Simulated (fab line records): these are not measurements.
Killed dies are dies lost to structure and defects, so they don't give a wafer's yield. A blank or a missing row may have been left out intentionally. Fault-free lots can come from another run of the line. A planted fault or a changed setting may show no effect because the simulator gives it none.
Which tool was responsible? -- flow nand_harc -- 33 wafers from 11 lots sampled at 7 of the route's 1302 steps

## WHAT EACH GAUGE READ, for each wafer
NHARC_P_STI_OCD_MEAS_17.
lot,measured,on,trench_depth_nm (nm),trench_foot_cd_nm (nm)
L924,day 2 04:38,ocd-02,297 298 297,158.6 159.2 158.6
L923,day 2 04:45,ocd-01,304 301 301,158.0 160.7 158.9
L925,day 2 15:43,ocd-01,296 302 296,158.8 154.5 158.4
L931,day 5 02:32,ocd-02,297 297 298,159.5 157.1 158.7
L934,day 6 09:50,ocd-01,296 298 296,157.2 156.6 158.3
L935,day 6 19:11,ocd-01,303 304 304,155.0 155.7 156.2
L936,day 7 06:07,ocd-01,303 306 302,157.7 159.6 158.0
L942,day 9 20:02,ocd-02,300 304 299,159.4 156.0 159.5
L943,day 10 06:43,ocd-02,300 298 300,159.3 155.7 158.8
L944,day 10 16:13,ocd-02,296 295 301,160.1 161.6 158.5
L946,day 11 09:07,ocd-01,299 294 297,159.3 160.8 161.4

NHARC_P_GATE_CD_MEAS_11: target cd 1640 nm.
lot,measured,on,cd_nm (nm)
L924,day 3 13:46,cd_sem-01,1640.6 1641.8 1642.3
L923,day 3 13:37,cd_sem-03,1641.2 1640.5 1640.0
L925,day 4 04:29,cd_sem-03,1642.0 1643.2 1644.0
L931,day 6 15:41,cd_sem-03,1640.4 1637.9 1639.2
L934,day 7 21:23,cd_sem-03,1641.5 1639.3 1639.1
L935,day 8 04:56,cd_sem-02,- - -
L936,day 8 17:37,cd_sem-01,- - -
L942,day 11 06:59,cd_sem-01,1641.3 1638.7 1639.3
L943,day 11 19:22,cd_sem-02,1641.3 1642.2 1640.3
L944,day 12 01:32,cd_sem-03,1640.0 1639.8 1640.0
L946,day 12 21:22,cd_sem-03,1640.7 1641.8 1642.7

NHARC_P_GATE_INSPECT_28.
lot,measured,on,raw_defect_count
L924,day 4 06:32,defect_inspect-01,3 7 9
L923,day 4 07:07,defect_inspect-01,7 5 3
L925,day 4 20:58,defect_inspect-01,6 5 8
L931,day 7 06:09,defect_inspect-01,6 6 5
L934,day 8 16:02,defect_inspect-02,5 7 11
L935,day 8 20:38,defect_inspect-02,1087 1053 1060 1089 1076 1055
L936,day 9 08:46,defect_inspect-01,1059 1053 1050 1068 1087 1060
L942,day 11 21:26,defect_inspect-02,9 5 5
L943,day 12 12:22,defect_inspect-02,5 8 5
L944,day 12 16:44,defect_inspect-02,11 7 4
L946,day 13 11:18,defect_inspect-01,6 8 8

NHARC_END_SORT_01.
lot,measured,on,defect_limited_yield (%),killed_at_array,killed_at_other,killed_at_periphery,killed_dies,killed_open,killed_short,sort_bin_2_pct (%),sort_bin_3_pct (%),sort_bin_4_pct (%),sort_n_pass,sort_rim_yield_pct (%),sort_yield_pct (%)
L925,day 24 07:56,prober-02,97.5 96.3 95.7,14 21 26,0 0 0,3 4 3,17 25 29,2 3 4,1 1 4,1.2 1.3 0.9,0 0 0.4,1.3 2.4 3.0,660 652 648,97 95 94,97.5 96.3 95.7

## EACH LOT AND THE TOOL THAT RAN IT (in order: tool; ch and the chambers of the sampled wafers; start)
lot,NHARC_P_GATE_EXPOSE_08,NHARC_P_GATE_ETCH_114,NHARC_P_GATE_ALD_36
L924,"krf_scanner-01 ch 0, day 3 13:36","rie_diel-12 ch 0,1,3, day 4 07:52 or earlier","ald_sin-03 ch 0,2,3, day 4 07:52"
L923,"krf_scanner-02 ch 0, day 3 13:28","rie_diel-12 ch 0,1,3, day 4 08:31 or earlier","ald_sin-02 ch 0,1, day 4 08:31"
L925,"krf_scanner-01 ch 0, day 4 04:20","rie_diel-06 ch 0,3, day 4 22:17 or earlier","ald_sin-01 ch 2,3, day 4 22:17"
L931,"krf_scanner-04 ch 0, day 6 15:32","rie_diel-06 ch 0,2,3, day 7 08:32 or earlier","ald_sin-02 ch 0,2,3, day 7 08:32"
L934,"krf_scanner-01 ch 0, day 7 21:13","rie_diel-12 ch 1,2,3, day 8 18:24 or earlier","ald_sin-01 ch 1,2, day 8 18:24"
L935,"krf_scanner-01, day 8 04:47",-,-
L936,"krf_scanner-02, day 8 17:27",-,-
L942,"krf_scanner-02 ch 0, day 11 06:50","rie_diel-06 ch 0,1,3, day 12 01:20 or earlier","ald_sin-02 ch 0,1,2, day 12 01:20"
L943,"krf_scanner-01 ch 0, day 11 19:12","rie_diel-12 ch 1,2,3, day 12 13:44 or earlier","ald_sin-01 ch 1,2, day 12 13:44"
L944,"krf_scanner-02 ch 0, day 12 01:23","rie_diel-12 ch 0,1,3, day 12 18:07 or earlier","ald_sin-03 ch 1,2,3, day 12 18:07"
L946,"krf_scanner-02 ch 0, day 12 21:13","rie_diel-06 ch 0,3, day 13 13:40 or earlier","ald_sin-01 ch 0,3, day 13 13:40"
- NHARC_P_GATE_EXPOSE_08: exposes mask P HV.
- NHARC_P_GATE_ETCH_114: etches the open film in CF4/O2, target depth 30 nm, overetch 3 nm, time 16.5 s.
- NHARC_P_GATE_ALD_36: deposits SiNx, target thk 20 nm, pulse time 60 s, ald cycles 223.

## AS READ BY THE TOOLS THEMSELVES (means over the sampled wafers that have a number; for cases with no such wafer, the mark the record gives instead)
NHARC_P_GATE_EXPOSE_08.
lot,tool,exposure_dose_mJ_cm2,focus_offset_nm (nm)
L924,krf_scanner-01,16.733,0.5
L923,krf_scanner-02,16.758,0.2
L925,krf_scanner-01,16.725,0.5
L931,krf_scanner-04,16.759,-0.0
L934,krf_scanner-01,16.763,-0.5
L935,krf_scanner-01,-,-
L936,krf_scanner-02,-,-
L942,krf_scanner-02,16.775,0.1
L943,krf_scanner-01,16.745,0.5
L944,krf_scanner-02,16.733,0.4
L946,krf_scanner-02,16.756,-0.4

NHARC_P_GATE_ETCH_114.
lot,tool,drypump_motor_current_A (A),oes_product_au (a.u.),rf_vpp_V (V),showerhead_plenum_p_Torr (Torr),throttle_valve_pct (%)
L924,rie_diel-12,6.2,0.998,197.5,1.32,13.398
L923,rie_diel-12,6.2,1.009,197.6,1.32,13.393
L925,rie_diel-06,5.7,1.003,198.9,1.35,13.399
L931,rie_diel-06,5.9,0.998,198.3,1.38,13.403
L934,rie_diel-12,5.9,1.001,198.1,1.34,13.402
L942,rie_diel-06,5.6,0.991,198.6,1.36,13.401
L943,rie_diel-12,5.9,0.997,197.9,1.34,13.388
L944,rie_diel-12,6.2,0.998,197.7,1.32,13.402
L946,rie_diel-06,5.7,0.985,198.3,1.35,13.390

NHARC_P_GATE_ALD_36.
lot,tool,heater_power_w (W),precursor_pulse_height_rel
L924,ald_sin-03,790,1.003
L923,ald_sin-02,859,1.014
L925,ald_sin-01,907,1.011
L931,ald_sin-02,776,0.998
L934,ald_sin-01,774,1.004
L942,ald_sin-02,821,0.991
L943,ald_sin-01,809,0.990
L944,ald_sin-03,828,0.988
L946,ald_sin-01,909,1.002

## THE ANSWER, worked out from the rows above alone
Rule: the usual values come from the lots themselves. The widest of any qualifying gaps counts: lots, ordered by their means at a reading, are off when they make up no more than a third of the lots, leave a main group of 4 or more, and stand apart from it by 3 or more times the standard deviation of that group's means. Not used: any main group whose means are identical at the precision the tables above print for the reading. Also off: a lot with no number at a reading for which 4 or more lots have one. Where the step has rows for the other lots, those lots are counted as sound. First the gauges in route order, then the tools' own readings, where a lot's mean is used as printed above. At the first step where some lot is off, the reading lying furthest off is the one used; lots without a number count as furthest.
Off: L935, L936 (NHARC_P_GATE_CD_MEAS_11, cd_nm). Without a number there: L935, L936. For the main group the mean is 1640.8 nm and the standard deviation 1.2.
A tool fits if, at a process step before that reading, it ran every lot that is off, and no sound lot after the first of them. Not tried: the gauges at NHARC_P_GATE_CD_MEAS_11; whatever is off there is also off at NHARC_P_GATE_INSPECT_28, on other tools, and gauge error can't account for it. Not one of the candidates tried fits.

## WHAT WAS PUT IN BY THE SIMULATOR
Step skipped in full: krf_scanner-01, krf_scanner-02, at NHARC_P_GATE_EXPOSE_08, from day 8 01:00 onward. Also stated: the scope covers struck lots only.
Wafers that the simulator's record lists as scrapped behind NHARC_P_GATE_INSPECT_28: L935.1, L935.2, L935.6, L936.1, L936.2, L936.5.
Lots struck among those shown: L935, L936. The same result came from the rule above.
